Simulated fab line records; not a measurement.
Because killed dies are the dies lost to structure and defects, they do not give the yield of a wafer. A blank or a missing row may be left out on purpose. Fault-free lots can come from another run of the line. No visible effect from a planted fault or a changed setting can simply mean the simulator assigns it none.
Matching of chambers || flow nand_harc || NHARC_A_SLIT_ETCH_29 on rie_diel-05 has 4 sister chambers
The step etches the open film in CF4/O2, target depth 100 nm, overetch 10 nm, time 55 s. 4 wafers are shown with their chamber, then 7 later ones without.

## WAFERS, EACH WITH ITS CHAMBER
{"wafer": "L084.4", "chamber": 2, "drypump_motor_current_A (A)": 6.0}
{"wafer": "L084.6", "chamber": 3, "drypump_motor_current_A (A)": 5.6}
{"wafer": "L087.1", "chamber": 1, "drypump_motor_current_A (A)": 5.1}
{"wafer": "L087.4", "chamber": 0, "drypump_motor_current_A (A)": 5.8}

## WAFERS MISSING THEIR CHAMBER
{"wafer": "L087.5", "drypump_motor_current_A (A)": 5.1}
{"wafer": "L092.2", "drypump_motor_current_A (A)": 5.7}
{"wafer": "L092.3", "drypump_motor_current_A (A)": 6.0}
{"wafer": "L092.6", "drypump_motor_current_A (A)": 5.1}
{"wafer": "L097.3", "drypump_motor_current_A (A)": 5.8}
{"wafer": "L097.4", "drypump_motor_current_A (A)": 6.0}
{"wafer": "L097.6", "drypump_motor_current_A (A)": 6.0}

## THE CHAMBER EACH PASSED THROUGH
{"wafer": "L087.5", "from the rows above": 1, "in truth": 1}
{"wafer": "L092.2", "from the rows above": "can't be placed: 0 or 3", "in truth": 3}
{"wafer": "L092.3", "from the rows above": 2, "in truth": 2}
{"wafer": "L092.6", "from the rows above": 1, "in truth": 1}
{"wafer": "L097.3", "from the rows above": 0, "in truth": 0}
{"wafer": "L097.4", "from the rows above": 2, "in truth": 2}
{"wafer": "L097.6", "from the rows above": 2, "in truth": 2}
6 of 7 placed correctly. Can't be placed from these rows: 1 (the true chamber is among the candidates in 1). 0 placed wrongly.
How it was worked out, from the rows above alone: a wafer's distance from a chamber is the root of the sum, over the readings, of the square of ((its reading less the chamber's mean) divided by the reading's scatter). The wafer belongs to the nearest chamber; if the next one is less than 2 further off, it can't be placed. A chamber's mean is the mean of its shown wafers. The scatter: with one shown wafer a chamber, the root of the mean of the squares of how far each hidden wafer lies from its nearest shown one.
